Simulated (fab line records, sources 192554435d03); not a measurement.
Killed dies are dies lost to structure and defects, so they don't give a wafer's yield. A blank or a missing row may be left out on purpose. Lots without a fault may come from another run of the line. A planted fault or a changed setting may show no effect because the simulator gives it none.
A struck lot beside a sound one | flow n5_finfet | 40 steps out of a route of 1938
Sound: wafers L259.1, L259.2, L259.5. Struck: wafers L251.4, L251.5. (L251.2 of the same lot was not struck and is left out.) The cause comes at the end.
At each step with rows: each side's tool, then ch and its chambers, then its first start. Under that, the readings that differ: sound wafers | struck wafers | difference of the means | sigmas: that difference in standard deviations of wafers without a fault.
alike: readings whose means differ by less than 2 such deviations, and words and numbers that are the same on both sides. not compared: withheld readings, readings that some wafer has no value for, bounds like >300 that may hide the same value, and numbers for which the record gives no deviation and whose values overlap.
The two part at a step that has a row with sigmas, a row that says differs or no value, or rows on one side only. Numbers that don't overlap but have no deviation are shown without sigmas and don't part them. A reading that every wafer of one side lacks parts them only if that side has two wafers or more.

first, 11 steps without rows for these wafers: N5_BEOL_M3_DESCUM_33 (chemistry O2, time 7 s); N5_BEOL_M3_ETCH_77 (etches underlayer in N2/H2, target depth 6.5 nm, time 5.2 s); N5_BEOL_M3_ETCH_69 (etches SiARC in CF4, target depth 15.6 nm, time 26 s); N5_BEOL_M3_ALD_98 (deposits SiO2, target thk 2.5 nm, pulse time 1 s, co reactant pulse time 1 s); N5_BEOL_M3_ETCHBACK_99 (etches SiO2 in CHF3, target depth 5 nm, time 10.4 s); N5_BEOL_M3_ETCH_70 (etches SOC in N2/H2, target depth 80 nm, overetch 16 nm, time 120 s); N5_BEOL_M3_STRIP_71 (strips in N2/H2); N5_BEOL_M3_STRIP_78 (strips in N2/H2); N5_BEOL_M3_VIA_ETCH_34 (etches the open film in C4F6/O2, target depth 69.4 nm, time 65.9 s); N5_BEOL_M3_STRIP_83 (strips in C4F6/O2); N5_BEOL_M3_STRIP_36 (strips in N2/H2).
N5_BEOL_M3_TRENCH_ETCH_37: etches SiOC in C4F6/O2, target depth 55.555 nm, time 29.2 s.
  sound on rie_diel-04 ch 0,1,3, day 12 22:34; struck on rie_diel-04 ch 2, day 9 23:01
  reading      | sound       | struck  | difference | sigmas
  rf_vpp_V (V) | 659 644 651 | 678 678 | +27        | +3
  alike: C4F6_flow_sccm, drypump_motor_current_A, oes_ar_750_au, oes_product_au, showerhead_plenum_p_Torr, throttle_valve_pct
  not compared: rf_hours_counter_h
then, 27 steps without rows for these wafers: N5_BEOL_M3_ETCH_41 (etches SiCN in CH3F/O2, target depth 29.9 nm, time 52.5 s); N5_BEOL_M3_STRIP_97 (strips in N2/H2, time 10 s); N5_BEOL_M3_HM_STRIP_39 (strips TiN in peroxide tin strip, target depth 25 nm, time 158 s); N5_BEOL_M3_SRD_40 (time 30 s); N5_BEOL_M3_PRECLEAN_42 (cleans in residue remover, time 60 s); N5_BEOL_M3_SRD_43 (time 30 s); N5_BEOL_M3_DEGAS_44 (time 60 s); N5_BEOL_M3_PRE_CLEAN_45 (time 30 s); N5_BEOL_M3_ALD_84 (deposits TaN, pulse time 2 s, purge time 3 s, co reactant purge time 2 s); N5_BEOL_M3_SURFACE_TREAT_85; N5_BEOL_M3_CVD_47 (deposits Co from CCTBA/H2, target thk 3 nm, time 223.8 s); N5_BEOL_M3_SPUTTER_48 (material Cu, target thk 4.5 nm, time 8.29 s); N5_BEOL_M3_ANNEAL_49 (time 240 s); N5_BEOL_M3_SPUTTER_79 (material Cu, target thk 4.5 nm, time 8.29 s); N5_BEOL_M3_ANNEAL_80 (time 240 s); N5_BEOL_M3_SPUTTER_81 (material Cu, target thk 4.5 nm, time 8.29 s); N5_BEOL_M3_ANNEAL_82 (time 240 s); N5_BEOL_M3_SPUTTER_86 (material Cu, target thk 4.5 nm, time 8.29 s); N5_BEOL_M3_ANNEAL_87 (time 240 s); N5_BEOL_M3_SPUTTER_88 (material Cu, target thk 4.5 nm, time 8.29 s); N5_BEOL_M3_ANNEAL_89 (time 240 s); N5_BEOL_M3_SPUTTER_90 (material Cu, target thk 4.5 nm, time 8.29 s); N5_BEOL_M3_ANNEAL_91 (time 240 s); N5_BEOL_M3_SPUTTER_92 (material Cu, target thk 4.5 nm, time 8.29 s); N5_BEOL_M3_ANNEAL_93 (time 240 s); N5_BEOL_M3_SPUTTER_94 (material Cu, target thk 4.5 nm, time 8.29 s); N5_BEOL_M3_ANNEAL_95 (time 240 s).
-- the record jumps here: 4 days lie between the struck wafers' starts before and after (it left off in module BEOL_M3 and takes up again in module PASSIVATION, whose first step shown is number 1936 of the route) --
N5_PASSIVATION_PROBE_49:
  the record has rows for the struck wafers here (prober-01, day 14 07:45) and none for the sound ones

WHERE THEY PART
First at N5_BEOL_M3_TRENCH_ETCH_37; last, within this record, at N5_PASSIVATION_PROBE_49.

WHY: what the simulator had put in
Chamber particle source: rie_diel-04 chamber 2, from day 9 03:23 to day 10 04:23, at N5_BEOL_M3_TRENCH_ETCH_37. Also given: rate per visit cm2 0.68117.
